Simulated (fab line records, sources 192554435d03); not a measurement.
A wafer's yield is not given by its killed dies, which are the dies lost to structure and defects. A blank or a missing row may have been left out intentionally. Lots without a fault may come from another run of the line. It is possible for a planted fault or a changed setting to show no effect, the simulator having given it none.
Lot-split experiment | flow n5Finfet | route with 1938 steps; 7 lots, 21 wafers read

SPLIT DETAILS
At N5_BEOL_M15_COAT_58 (time 60 s, resist thk 89 nm), the setting spinRpm was moved away from the recipe's 1500 rpm on 5 of the 21 wafers read, by -8.5% to +7.9%. For the rest of the wafers, this setting stayed at what the recipe calls for.

FROM THE SPLIT TO THE READING: what the file shows between them, 3 steps
- N5_BEOL_M15_COAT_04: resist thk 800 nm
- N5_BEOL_M15_EBR_06
- N5_BEOL_M15_DESCUM_15: chemistry O2, time 7.9 s

THE READING
etch.depthNm (the simulator's own value, which no gauge read), in nm, at N5_BEOL_M15_ETCH_59 (etches BARC in N2/H2, target depth 89 nm, overetch 26.7 nm, time 67.9 s). No usual value for it is given in the file. Average 88.76 nm, standard deviation 0.34 nm, over the 16 wafers here run with the recipe.

wafer  | tool, chamber at the split | spinRpm as run, rpm | against the recipe | etch.depthNm, nm | against lot-mates on the recipe
L081.1 | lithoTrack-01, 0           | 1500                | recipe             | 88.95            | -
L081.3 | lithoTrack-01, 0           | 1500                | recipe             | 89.35            | -
L081.6 | lithoTrack-01, 0           | 1500                | recipe             | 88.93            | -
L084.4 | lithoTrack-04, 0           | 1372                | -8.5%              | 92.67            | +4.10
L084.5 | lithoTrack-04, 0           | 1500                | recipe             | 88.57            | -
L084.6 | lithoTrack-04, 0           | 1372                | -8.5%              | 92.83            | +4.26
L088.2 | lithoTrack-04, 0           | 1500                | recipe             | 89.33            | -
L088.5 | lithoTrack-04, 0           | 1500                | recipe             | 89.25            | -
L088.6 | lithoTrack-04, 0           | 1436                | -4.3%              | 90.97            | +1.68
L087.1 | lithoTrack-04, 0           | 1500                | recipe             | 88.67            | -
L087.4 | lithoTrack-04, 0           | 1437                | -4.2%              | 90.55            | +1.89
L087.5 | lithoTrack-04, 0           | 1500                | recipe             | 88.65            | -
L089.3 | lithoTrack-05, 0           | 1500                | recipe             | 88.09            | -
L089.5 | lithoTrack-05, 0           | 1500                | recipe             | 88.36            | -
L089.6 | lithoTrack-05, 0           | 1500                | recipe             | 88.38            | -
L095.1 | lithoTrack-04, 0           | 1500                | recipe             | 88.74            | -
L095.3 | lithoTrack-04, 0           | 1500                | recipe             | 88.76            | -
L095.6 | lithoTrack-04, 0           | 1500                | recipe             | 88.91            | -
L097.1 | lithoTrack-01, 0           | 1500                | recipe             | 88.68            | -
L097.5 | lithoTrack-01, 0           | 1619                | +7.9%              | 85.71            | -2.93
L097.6 | lithoTrack-01, 0           | 1500                | recipe             | 88.6             | -

FIT RESULTS
A straight line over all 21 wafers: etch.depthNm changes by -0.443 nm for each +1% of spinRpm; r = -0.98; the points scatter about the line by 0.34 nm.
The same after taking each lot's own level away (the mean of its wafers on the recipe; 21 wafers): -0.445 nm for each +1%; r = -0.99; scatter 0.21 nm.
According to that fit, moving spinRpm by its largest amount changes the reading by 3.8 nm.
Measured against the standard deviation above, the lots' own levels, which go from 88.277 to 89.290 nm, span 3.0 times it.
The two slopes agree, so the slope changes little with the lot-to-lot level.
Check: +3.74 nm against its lot-mates is what the line predicts for one of the wafers moved furthest among these (-8.5%) when that wafer is left out of the fit. It came out at +4.1 nm against them.

OTHER SPLITS ON THESE WAFERS
Before the reading, these wafers also passed through other splits. Each is held against what the fit with the lots' levels taken away leaves over:
other split on the same wafers         | wafers away from the commonest value | r with etch.depthNm (lot level and that fit taken away)
N5_BEOL_M6_ALD_77 coReactantPulseTimeS | 6                                    | +0.42
N5_BEOL_M9_COAT_05 spinRpm             | 6                                    | +0.14
N5_BEOL_M9_DESCUM_16 timeS             | 7                                    | -0.01
N5_BEOL_M9_EXPOSE_25 doseMj            | 9                                    | +0.33
N5_BEOL_M9_ETCH_66 timeS               | 4                                    | -0.10
N5_BEOL_M10_ETCH_41 sourceW            | 4                                    | -0.01
N5_BEOL_M11_TRENCH_ETCH_37 biasW       | 7                                    | -0.23
N5_BEOL_M11_ALD_74 aldCycles           | 9                                    | +0.04
N5_BEOL_M12_SPUTTER_44 timeS           | 9                                    | +0.35
N5_BEOL_M13_COAT_65 spinRpm            | 8                                    | +0.07

THE WHOLE CHAIN: every reading that the file lists as answering this split, in the file's order
step                | what it does                                                            | reading                                                                         | change (the file's fit)               | r (the file's)
N5_BEOL_M15_COAT_58 | time 60 s, resist thk 89 nm                                             | BARC_of_BEOL_M15_COAT_58.thkNm (the simulator's own value, which no gauge read) | -0.425 nm for each +1% of the setting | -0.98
N5_BEOL_M15_ETCH_59 | etches BARC in N2/H2, target depth 89 nm, overetch 26.7 nm, time 67.9 s | etch.depthNm (the simulator's own value, which no gauge read)                   | -0.431 nm for each +1% of the setting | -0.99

FILE'S OWN FIT
etch.depthNm changes by -0.431 nm for each +1% of spinRpm, r = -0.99.
